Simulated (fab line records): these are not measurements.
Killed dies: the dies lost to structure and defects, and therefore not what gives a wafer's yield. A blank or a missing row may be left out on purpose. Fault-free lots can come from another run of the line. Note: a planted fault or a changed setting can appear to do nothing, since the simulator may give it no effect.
Matching of chambers -- flow n5-finfet -- N5_MOL_CONTACT_COAG_CMP_23 on cmp-04 has 4 sister chambers
The step polishes, stops on SiO2, t overpolish 1.5 s, target thk 0 nm. 4 wafers are shown with their chamber, then 8 later ones without.

## WAFERS, EACH WITH ITS CHAMBER
wafer,chamber,motor-current-A (A)
L083.3,1,8.7
L091.5,3,8.5
L091.6,0,7.5
L093.2,2,7.5

## WAFERS WITH NO CHAMBER GIVEN
wafer,motor-current-A (A)
L093.4,8.4
L093.6,7.9
L096.2,7.3
L096.5,8.5
L096.6,7.4
L097.1,7.5
L097.5,8.2
L097.6,7.2

## EACH ONE'S CHAMBER
wafer,from the rows above,in truth
L093.4,can't be placed: 3 or 1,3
L093.6,can't be placed: 0 or 2 or 3 or 1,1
L096.2,can't be placed: 0 or 2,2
L096.5,can't be placed: 3 or 1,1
L096.6,can't be placed: 0 or 2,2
L097.1,can't be placed: 0 or 2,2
L097.5,can't be placed: 3 or 1 or 0 or 2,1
L097.6,can't be placed: 0 or 2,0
Placed correctly: 0 of 8. Cannot be placed on the basis of these rows: 8; the candidates contain the true chamber in 8. 0 placed wrongly.
How it was worked out, from the rows above alone: a wafer's distance from a chamber is the root of the sum, over the readings, of the square of ((its reading less the chamber's mean) divided by the reading's scatter). If the next closest chamber is less than 2 further off than the closest, the wafer can't be placed; otherwise it belongs to the closest. A chamber's mean is the mean of its shown wafers. The scatter: with one shown wafer a chamber, the root of the mean of the squares of how far each hidden wafer lies from its nearest shown one.
